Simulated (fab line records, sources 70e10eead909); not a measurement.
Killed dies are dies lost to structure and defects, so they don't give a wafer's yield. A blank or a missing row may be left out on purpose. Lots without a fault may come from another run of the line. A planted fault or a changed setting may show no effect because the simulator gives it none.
Which tool did it? | flow nand_harc | 11 lots, 33 wafers sampled, at 5 steps of a route of 1159

WHAT THE GAUGES READ, wafer by wafer
NHARC_A_CONTACT_CD_MEAS_08: target cd 100 nm.
lot  | measured     | on        | cd_nm (nm)
L341 | day 16 23:07 | cd_sem-03 | 101.0 100.3 100.2
L340 | day 17 00:31 | cd_sem-03 | 99.7 99.1 99.4
L345 | day 17 10:32 | cd_sem-02 | 100.1 100.4 99.8
L342 | day 17 11:47 | cd_sem-03 | 100.1 100.4 99.2
L343 | day 17 16:17 | cd_sem-02 | 100.0 100.6 99.6
L346 | day 18 06:50 | cd_sem-03 | 99.5 99.9 100.5
L347 | day 18 14:50 | cd_sem-03 | 98.9 99.4 99.6
L344 | day 18 15:46 | cd_sem-03 | 100.4 100.0 100.3
L350 | day 20 09:13 | cd_sem-01 | 99.6 99.9 99.5
L357 | day 21 08:40 | cd_sem-01 | 99.2 99.2 99.7
L359 | day 21 17:19 | cd_sem-02 | 99.2 100.0 99.2

NHARC_END_SORT_01.
lot  | measured     | on        | killed_at_array | killed_at_other | killed_at_periphery | killed_dies | killed_open | killed_short
L357 | day 24 01:08 | prober-02 | 12 204 11       | 0 0 0           | 5 4 6               | 17 208 17   | 3 4 7       | 2 3 1
L359 | day 24 05:08 | prober-01 | 179 41 45       | 0 0 0           | 4 3 4               | 183 44 49   | 5 4 3       | 1 0 1

WHICH TOOL RAN EACH LOT (tool, then ch and the chambers of the sampled wafers, then the start)
lot  | NHARC_A_CONTACT_ETCH_106           | NHARC_A_CONTACT_ETCH_89            | NHARC_A_CONTACT_ETCH_98
L341 | rie_diel-07 ch 0,2,3, day 16 19:47 | rie_diel-07 ch 1,2, day 16 23:31   | rie_diel-01 ch 1,2,3, no start
L340 | rie_diel-08 ch 0,3, day 16 20:33   | rie_diel-08 ch 1,2, day 17 00:57   | rie_diel-01 ch 1,2,3, no start
L345 | rie_diel-01 ch 0,3, day 17 07:09   | rie_diel-01 ch 0,1,3, day 17 10:54 | rie_diel-07 ch 1,2, no start
L342 | rie_diel-07 ch 0,2, day 17 08:25   | rie_diel-01 ch 0,1,2, day 17 12:20 | rie_diel-07 ch 1,2,3, no start
L343 | rie_diel-07 ch 0,2,3, day 17 13:40 | rie_diel-07 ch 0,1,2, day 17 16:39 | rie_diel-07 ch 0,2,3, no start
L346 | rie_diel-01 ch 0,3, day 18 01:02   | rie_diel-08 ch 0,1, day 18 07:14   | rie_diel-08 ch 0,3, no start
L347 | rie_diel-01 ch 0,1, day 18 11:35   | rie_diel-07 ch 1,3, day 18 15:17   | rie_diel-07 ch 0,1,2, no start
L344 | rie_diel-08 ch 1,3, day 18 13:12   | rie_diel-01 ch 0,1,3, day 18 16:08 | rie_diel-07 ch 0,3, no start
L350 | rie_diel-07 ch 1,3, day 20 05:22   | rie_diel-07 ch 0,1,2, day 20 09:34 | rie_diel-01 ch 0,2,3, no start
L357 | rie_diel-01 ch 0,1,2, day 21 06:09 | rie_diel-07 ch 0,1,3, day 21 09:05 | rie_diel-08 ch 0,2,3, day 24 01:08 or earlier
L359 | rie_diel-07 ch 0,3, day 21 14:37   | rie_diel-07 ch 0,1,3, day 21 17:49 | rie_diel-08 ch 0,1,3, day 24 05:08 or earlier
- NHARC_A_CONTACT_ETCH_106: etches the open film in CF4/O2, target depth 60 nm, overetch 6 nm, time 33 s.
- NHARC_A_CONTACT_ETCH_89: etches the open film in N2/H2, target depth 260 nm, time 475.3 s.
- NHARC_A_CONTACT_ETCH_98: etches the open film in C4F6/O2, target depth 20 nm, time 10 s.

WHAT THE TOOLS THEMSELVES READ (means of the sampled wafers that have a number; where no wafer has one, the mark that the record gives instead)
NHARC_A_CONTACT_ETCH_106.
lot  | tool        | drypump_motor_current_A (A) | oes_product_au (a.u.) | rf_vpp_V (V) | run_length_s (s) | showerhead_plenum_p_Torr (Torr) | throttle_valve_pct (%)
L341 | rie_diel-07 | 6.0                         | 0.993                 | 197.5        | 54.4             | 1.32                            | 13.385
L340 | rie_diel-08 | 5.7                         | 0.988                 | 198.9        | 54.3             | 1.36                            | 13.404
L345 | rie_diel-01 | 5.7                         | 0.981                 | 199.8        | 55.1             | 1.41                            | 13.397
L342 | rie_diel-07 | 5.6                         | 1.002                 | 196.6        | 54.3             | 1.28                            | 13.404
L343 | rie_diel-07 | 6.0                         | 0.998                 | 197.6        | 54.4             | 1.32                            | 13.395
L346 | rie_diel-01 | 5.3                         | 0.991                 | 198.4        | 55.0             | 1.38                            | 13.395
L347 | rie_diel-01 | 5.9                         | 0.999                 | 199.4        | 54.7             | 1.39                            | 13.396
L344 | rie_diel-08 | 5.7                         | 0.995                 | 198.0        | 54.3             | 1.34                            | 13.400
L350 | rie_diel-07 | 6.3                         | 1.001                 | 199.3        | 54.8             | 1.40                            | 13.400
L357 | rie_diel-01 | 5.7                         | 1.001                 | 197.8        | 54.4             | 1.35                            | 13.387
L359 | rie_diel-07 | 6.5                         | 1.003                 | 198.2        | 54.7             | 1.35                            | 13.396

NHARC_A_CONTACT_ETCH_89.
lot  | tool        | drypump_motor_current_A (A) | oes_product_au (a.u.) | rf_vpp_V (V) | run_length_s (s) | showerhead_plenum_p_Torr (Torr) | throttle_valve_pct (%)
L341 | rie_diel-07 | 5.5                         | 0.999                 | 430.5        | 496.4            | 2.03                            | 14.156
L340 | rie_diel-08 | 5.3                         | 1.002                 | 430.8        | 496.5            | 2.06                            | 14.171
L345 | rie_diel-01 | 5.6                         | 1.002                 | 432.6        | 497.0            | 2.10                            | 14.179
L342 | rie_diel-01 | 5.7                         | 0.991                 | 430.5        | 496.7            | 2.07                            | 14.162
L343 | rie_diel-07 | 5.5                         | 0.997                 | 430.1        | 496.4            | 2.01                            | 14.181
L346 | rie_diel-08 | 5.3                         | 1.003                 | 429.5        | 496.4            | 2.01                            | 14.179
L347 | rie_diel-07 | 6.4                         | 0.994                 | 433.5        | 496.9            | 2.15                            | 14.173
L344 | rie_diel-01 | 5.5                         | 0.998                 | 432.8        | 496.9            | 2.09                            | 14.175
L350 | rie_diel-07 | 5.5                         | 1.002                 | 430.5        | 496.5            | 2.01                            | 14.168
L357 | rie_diel-07 | 6.0                         | 0.999                 | 431.0        | 457.8            | 2.07                            | 14.176
L359 | rie_diel-07 | 6.0                         | 1.004                 | 431.5        | 457.8            | 2.07                            | 14.164

NHARC_A_CONTACT_ETCH_98.
lot  | tool        | drypump_motor_current_A (A) | oes_product_au (a.u.) | rf_vpp_V (V) | run_length_s (s) | showerhead_plenum_p_Torr (Torr) | throttle_valve_pct (%)
L341 | rie_diel-01 | 5.5                         | 0.946                 | 547          | 31.4             | 3.92                            | 26.896
L340 | rie_diel-01 | 5.4                         | 0.947                 | 547          | 31.3             | 3.92                            | 26.909
L345 | rie_diel-07 | 5.5                         | 0.974                 | 548          | 30.8             | 3.91                            | 26.911
L342 | rie_diel-07 | 5.9                         | 0.970                 | 548          | 31.2             | 4.01                            | 26.896
L343 | rie_diel-07 | 6.0                         | 0.951                 | 547          | 31.2             | 3.87                            | 26.905
L346 | rie_diel-08 | 5.7                         | 0.948                 | 548          | 31.0             | 3.98                            | 26.906
L347 | rie_diel-07 | 5.5                         | 0.953                 | 546          | 30.9             | 3.88                            | 26.902
L344 | rie_diel-07 | 6.1                         | 0.939                 | 545          | 31.2             | 3.84                            | 26.899
L350 | rie_diel-01 | 5.5                         | 0.995                 | 548          | 31.2             | 3.99                            | 26.904
L357 | rie_diel-08 | 5.7                         | 0.996                 | 549          | 31.3             | 4.05                            | 26.893
L359 | rie_diel-08 | 5.6                         | 1.005                 | 548          | 31.2             | 3.92                            | 26.900

THE ANSWER, worked out from the rows above alone
Rule: what is usual is taken from the lots themselves. Put in order of their means at a reading, lots are off if they are a third of the lots or fewer, leave a main group of 4 or more, and stand apart from it by a gap of 3 or more times the standard deviation of the main group's means; of several such gaps the widest counts. A main group whose means are all the same, to the digits that the tables above print for the reading, isn't used. A lot without any number at a reading at which 4 lots or more have one is off too. The other lots that the step has rows for count as sound. The gauges are gone through in route order, then the tools' own readings, and for those a lot's mean is taken as printed above. The first step at which some lot is off is used, and at that step the reading that is off furthest; a lot without a number counts as furthest.
Off: L357, L359, at NHARC_A_CONTACT_ETCH_89 (run_length_s). The main group: mean 496.6 s, standard deviation 0.23.
A tool fits if, at that step or a process step before it, it ran every lot that is off, and no sound lot after the first of them. One fits: rie_diel-07 at NHARC_A_CONTACT_ETCH_89. Its last sound lot is L350 (day 20 09:34), its first lot that is off L357 (day 21 09:05): a fault that began between those two fits.
The tool's own readings at NHARC_A_CONTACT_ETCH_89 bear it out: on the lots that are off they differ by more than 5 times the standard deviation of the sound lots' means. run_length_s reads 457.8 s there against 496.6 s on the sound lots.

WHAT THE SIMULATOR HAD PUT IN
Process parameter drift: rie_diel-07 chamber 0, from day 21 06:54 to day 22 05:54, at NHARC_A_CONTACT_ETCH_89. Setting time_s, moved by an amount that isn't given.
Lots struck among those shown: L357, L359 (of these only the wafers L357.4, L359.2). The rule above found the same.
